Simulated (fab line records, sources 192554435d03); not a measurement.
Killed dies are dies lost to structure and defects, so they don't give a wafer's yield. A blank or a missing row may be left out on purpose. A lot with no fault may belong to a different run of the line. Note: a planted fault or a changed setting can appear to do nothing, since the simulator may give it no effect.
Code-filled problem report in 8D (eight disciplines) form | flow n5_finfet | the parts of the form that need people (team, actions taken, sign-off) are left out

== 1. THE PROBLEM ==
Wafers without a fault read 1500.1 rpm, standard deviation 0.93; spin_speed_rpm at N5_BEOL_M1_COAT_68 reads a mean of 1596.5 rpm on 6 wafers belonging to 2 lots. That is +99 or more standard deviations from the usual mean.
The step: time 60 s, resist thk 12 nm.
Seen first at day 8 21:34 on litho_track-02, wafer L678.1. Wafers with a number at this step in the record: 12, from 4 lots. By rule, "out" or "out of limits" means more than 4 standard deviations away from the usual mean. The rest of the wafers with a number are treated as sound.

== 2. WHAT IT IS, AND WHAT IT ISN'T ==
question                    | is                     | is not
which readings at this step | spin_speed_rpm         | chill_plate_temp_C, heater_power_total_W
which lots                  | L678, L679             | L668, L688
which wafers of those lots  | all that have a number | -
read on which tools         | litho_track-02         | litho_track-05
when                        | from day 8 21:34       | up to then (3 sound wafers); but 3 sound wafers of L688 came after

== 3. SUSPECTS, AND WHAT RULES EACH OUT ==
Counting: any tool at a process step up to the reading is kept as a suspect provided that every lot that is out went through it and no sound lot did after the first of them.
- litho_track-02 at N5_BEOL_M1_COAT_68 (time 60 s, resist thk 12 nm): kept. Every lot that is out went through it, starting with L678 (day 8 21:34), and after that it ran no sound lot; the last sound lot it ran before then is L668 (day 7 00:04). Its own readings are out on those wafers: spin_speed_rpm.
The count leaves litho_track-02 at N5_BEOL_M1_COAT_68.

== 4. THE CAUSE (what the simulator had put in) ==
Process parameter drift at N5_BEOL_M1_COAT_68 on litho_track-02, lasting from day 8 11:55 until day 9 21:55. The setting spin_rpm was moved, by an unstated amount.
Counting left only this tool.

== 5. SEQUENCE OF EFFECTS, ordered by route ==
Rows list readings where the struck wafers' mean (over those with a number) sits beyond 3 standard deviations from the usual. Only readings whose record carries a usual standard deviation are examined. hours: median over the lots of the time between each lot's start at the first step of this table that gives one and its start at this step. sigmas: the change, counted in usual standard deviations.
hours | step               | reading        | usual      | on struck wafers | change | sigmas
0     | N5_BEOL_M1_COAT_68 | spin_speed_rpm | 1500.1 rpm | 1596.5           | +96.4  | +99 or more
It contains these process steps:
- N5_BEOL_M1_COAT_68: time 60 s, resist thk 12 nm.
At these later measuring or inspecting steps, every struck wafer for which the step has a row has a number for every such reading, and none has moved that far: N5_BEOL_M4_RC_MEAS_101.

== 6. WHAT WOULD HAVE CAUGHT IT SOONER ==
In this record the first reading out of limits was taken at day 8 21:34, 10 hours after the fault began at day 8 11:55.
